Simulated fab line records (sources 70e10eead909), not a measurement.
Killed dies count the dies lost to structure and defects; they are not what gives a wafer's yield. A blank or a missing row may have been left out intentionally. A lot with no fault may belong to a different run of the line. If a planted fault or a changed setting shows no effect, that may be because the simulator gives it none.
Problem report in the 8D (eight disciplines) form, filled by code / flow nand_harc / the parts of the form that need people (team, actions taken, sign-off) are left out

== 1. WHAT IS WRONG ==
Wafers without a fault read 0.6 % with a standard deviation of 0.35, while sort_bin_3_pct at NHARC_END_SORT_01 averages 4.2 % across 3 wafers of 1 lot. That is +10 standard deviations from the usual mean.
First observed at day 32 08:39: wafer L350.1, on prober-01. Wafers with a number at this step in the record: 39, from 13 lots. Rule for "out", or "out of limits": more than 4 standard deviations from the usual mean. All remaining wafers that have a number are taken as sound.

== 2. WHAT IT IS; WHAT IT IS NOT ==
question=which readings at this step | is=sort_bin_3_pct | is not=killed_at_periphery, killed_short
question=which lots | is=L350 | is not=L331, L332, L334, L335, L336, L337, L341, L344, L346, L349, L352, L353
question=which wafers of those lots | is=all that have a number | is not=-
question=read on which gauges | is=prober-01 | is not=prober-02
question=when | is=from day 32 08:39 | is not=up to then (30 sound wafers); but 6 sound wafers of L352, L353 came after

== 3. THE SUSPECTS, EACH WITH WHAT RULES IT OUT ==
Counting: any tool at a process step up to the reading is kept as a suspect provided that every lot that is out went through it and no sound lot did after the first of them.
- the gauge at NHARC_END_SORT_01: kept. All the wafers that are out were read on prober-01, and no step on other tools shows them out.
- rie_diel-06 at NHARC_A_M1_ETCH_15 (etches the open film in C4F8/Ar, target depth 182.5 nm, time 91.2 s): kept. It ran the lot that is out, L350 (day 30 18:19), and no sound lot after that; its last sound lot up to then is L344 (day 29 02:05).
- pvd_sputter-01 at NHARC_THIN_TSV_PVD_51 (deposits Cu, target thk 100 nm): kept. It ran the lot that is out, L350 (day 32 08:39), and no sound lot after that; its last sound lot up to then is L349 (day 31 22:04). NHARC_THIN_TSV_PVD_51: start missing for some lots; hours and lot order therefore follow NHARC_END_SORT_01.
After the count, these remain: rie_diel-06 at NHARC_A_M1_ETCH_15, pvd_sputter-01 at NHARC_THIN_TSV_PVD_51 and prober-01 at NHARC_END_SORT_01.

== 4. THE CAUSE (what the simulator had put in) ==
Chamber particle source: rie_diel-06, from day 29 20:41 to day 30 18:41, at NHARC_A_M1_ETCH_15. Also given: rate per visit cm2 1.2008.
After counting, 3 suspects remain, this tool included.

== 5. THE EFFECT CHAIN, in route order ==
Rows list readings where the struck wafers' mean (over those with a number) sits beyond 3 standard deviations from the usual. Only readings whose record carries a usual standard deviation are examined. hours: median over the lots of the time between each lot's start at the first step of this table that gives one and its start at this step. sigmas: the change, counted in usual standard deviations.
hours=0; step=NHARC_END_SORT_01; reading=defect_limited_yield; usual=92.0 %; on struck wafers=79.6; change=-12.4; sigmas=-5.2
hours=0; step=NHARC_END_SORT_01; reading=killed_at_array; usual=50; on struck wafers=135; change=+85; sigmas=+5.3
hours=0; step=NHARC_END_SORT_01; reading=killed_dies; usual=54; on struck wafers=138; change=+84; sigmas=+5.2
hours=0; step=NHARC_END_SORT_01; reading=sort_bin_2_pct; usual=2.8 %; on struck wafers=7.9; change=+5.1; sigmas=+5.1
hours=0; step=NHARC_END_SORT_01; reading=sort_bin_3_pct; usual=0.6 %; on struck wafers=4.2; change=+3.6; sigmas=+10
hours=0; step=NHARC_END_SORT_01; reading=sort_n_pass; usual=623; on struck wafers=539; change=-84; sigmas=-5.2
hours=0; step=NHARC_END_SORT_01; reading=sort_yield_pct; usual=92.0 %; on struck wafers=79.6; change=-12.4; sigmas=-5.2

== 6. HOW IT WOULD HAVE BEEN CAUGHT EARLIER ==
In this record the first reading out of limits at a measuring or inspecting step was taken at day 32 08:39, 60 hours after the fault began at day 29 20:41.
An alarm limit of 4 standard deviations would not have fired on the tool readings at NHARC_A_M1_ETCH_15 for which the record gives a usual standard deviation, since none of them was out on any struck wafer.
The start of NHARC_A_M1_ETCH_15 on rie_diel-06 came by day 32 08:39 for every one of the lots that are out (1). Tool hold at that time: it would have spared none of them.
